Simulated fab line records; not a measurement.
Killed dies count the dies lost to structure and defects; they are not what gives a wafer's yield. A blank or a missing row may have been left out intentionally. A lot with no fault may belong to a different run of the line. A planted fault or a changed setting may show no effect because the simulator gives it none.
Split-lot trial    flow n5 finfet    21 wafers read across 7 lots, on a route 1938 steps long

== SPLIT DETAILS ==
At N5_BEOL_M2_PECVD_72 (deposits SiO2 from TEOS/O2, target thk 16 nm, time 18 s), the setting temp c was moved away from the recipe's 400 C on 5 of the 21 wafers read, by -4.3% to +1.2%. For the rest of the wafers, this setting stayed at what the recipe calls for.

== FROM THE SPLIT TO THE READING: what the file shows between them, 8 steps ==
- N5_BEOL_M2_EXPOSE_08: exposes mask M2 (also split here: dose mj)
- N5_BEOL_M2_PEB_09: peb time 60 s
- N5_BEOL_M2_DEVELOP_10: develop time 30 s
- N5_BEOL_M2_DESCUM_16: chemistry O2, time 7 s
- N5_BEOL_M2_ETCH_74: etches underlayer in N2/H2, target depth 6.5 nm, time 5.2 s
- N5_BEOL_M2_ETCH_63: etches SiARC in CF4, target depth 15.6 nm, time 26 s
- N5_BEOL_M2_ETCH_64: etches SOC in N2/H2, target depth 75 nm, overetch 22.5 nm, time 121.9 s
- N5_BEOL_M2_STRIP_97: strips in N2/H2, time 10 s

== THE READING ==
SiO2_of_BEOL_M2_PECVD_72.thk nm (the simulator's own value, which no gauge read), in nm, at N5_BEOL_M2_HM_STRIP_39 (strips TiN in peroxide tin strip, target depth 25 nm, time 158 s). No usual value for it is given in the file. Across the 16 wafers here that went through the recipe, the average is 15.8 nm and the standard deviation 0.29 nm.

wafer   tool, chamber at the split  temp c as run, C  against the recipe  SiO2_of_BEOL_M2_PECVD_72.thk nm, nm  against lot-mates on the recipe
L076.1  pecvd-03, 0                 382.8             -4.3%               17.4                                 +2.0
L076.2  pecvd-03, 2                 400               recipe              15.4                                 -
L076.3  pecvd-03, 1                 382.8             -4.3%               17.2                                 +1.8
L078.4  pecvd-02, 1,2               400               recipe              15.8                                 -
L078.6  pecvd-02, 1,2               400               recipe              15.8                                 -
L078.5  pecvd-02, 0                 385.1             -3.7%               17.6                                 +1.8
L082.3  pecvd-01, 1                 400               recipe              15.8                                 -
L082.5  pecvd-01, 2                 400               recipe              15.8                                 -
L082.6  pecvd-01, 1                 400               recipe              15.6                                 -
L085.2  pecvd-02, 2                 404.6             +1.2%               14.8                                 -0.8
L085.3  pecvd-02, 1                 404.6             +1.2%               15.4                                 -0.2
L085.4  pecvd-02, 2                 400               recipe              15.6                                 -
L086.2  pecvd-03, 0,1               400               recipe              16.2                                 -
L086.6  pecvd-03, 0,1               400               recipe              16.2                                 -
L086.5  pecvd-03, 0                 400               recipe              16.4                                 -
L089.1  pecvd-03, 2,1               400               recipe              15.8                                 -
L089.2  pecvd-03, 2,1               400               recipe              15.6                                 -
L089.4  pecvd-03, 1                 400               recipe              16                                   -
L091.1  pecvd-02, 1                 400               recipe              15.6                                 -
L091.3  pecvd-02, 0                 400               recipe              15.4                                 -
L091.4  pecvd-02, 2                 400               recipe              15.4                                 -
The file does not say which wafer passed through which chamber wherever a row lists several chambers: such a row stands for several wafers.

FIT RESULTS
A straight line over all 21 wafers: SiO2_of_BEOL_M2_PECVD_72.thk nm changes by -0.406 nm for each +1% of temp c; r = -0.90; the points scatter about the line by 0.31 nm.
The same after taking each lot's own level away (the mean of its wafers on the recipe; 21 wafers): -0.452 nm for each +1%; r = -0.98; scatter 0.14 nm.
On that fit, the largest move of temp c shifts the reading by 1.9 nm.
The lots' own levels span 15.40 to 16.27 nm, that is 3.0 times the standard deviation above.
Thus the slope moves with the lot-to-lot level: the two fits are different.
Check: with one of the wafers moved furthest among these (-4.3%) left out of the fit, the line predicts +1.92 nm for it against its lot-mates. Against them it came out at +2 nm.

== THE OTHER SPLITS THESE WAFERS WENT THROUGH ==
These wafers also went through other splits before the reading. Each is held against what the fit with the lots' levels taken away leaves over:
other split on the same wafers                wafers away from the commonest value  r with SiO2_of_BEOL_M2_PECVD_72.thk nm (lot level and that fit taken away)
N5_MOL_CONTACT_COAG_ETCH_105 bias w           9                                     +0.15
N5_MOL_CONTACT_COAG_CONTACT_ETCH_14 source w  11                                    +0.03
N5_BEOL_M0_SAQP_ALD_48 ald cycles             8                                     +0.07
N5_BEOL_M0_CUTY_COAT_50 spin rpm              10                                    -0.03
N5_BEOL_M1_COAT_05 spin rpm                   9                                     -0.19
N5_BEOL_M2_EXPOSE_08 dose mj                  4                                     +0.10

== THE WHOLE CHAIN: every reading that the file lists as answering this split, in the file's order ==
step                    what it does                                                      reading                                                                           change (the file's fit)                r (the file's)
N5_BEOL_M2_PECVD_72     deposits SiO2 from TEOS/O2, target thk 16 nm, time 18 s           SiO2_of_BEOL_M2_PECVD_72.thk nm (the simulator's own value, which no gauge read)  -0.446 nm for each +1% of the setting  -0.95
N5_BEOL_M2_HM_STRIP_39  strips TiN in peroxide tin strip, target depth 25 nm, time 158 s  SiO2_of_BEOL_M2_PECVD_72.thk nm (the simulator's own value, which no gauge read)  -0.459 nm for each +1% of the setting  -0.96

== THE FILE'S OWN FIT ==
SiO2_of_BEOL_M2_PECVD_72.thk nm changes by -0.459 nm for each +1% of temp c, r = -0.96.
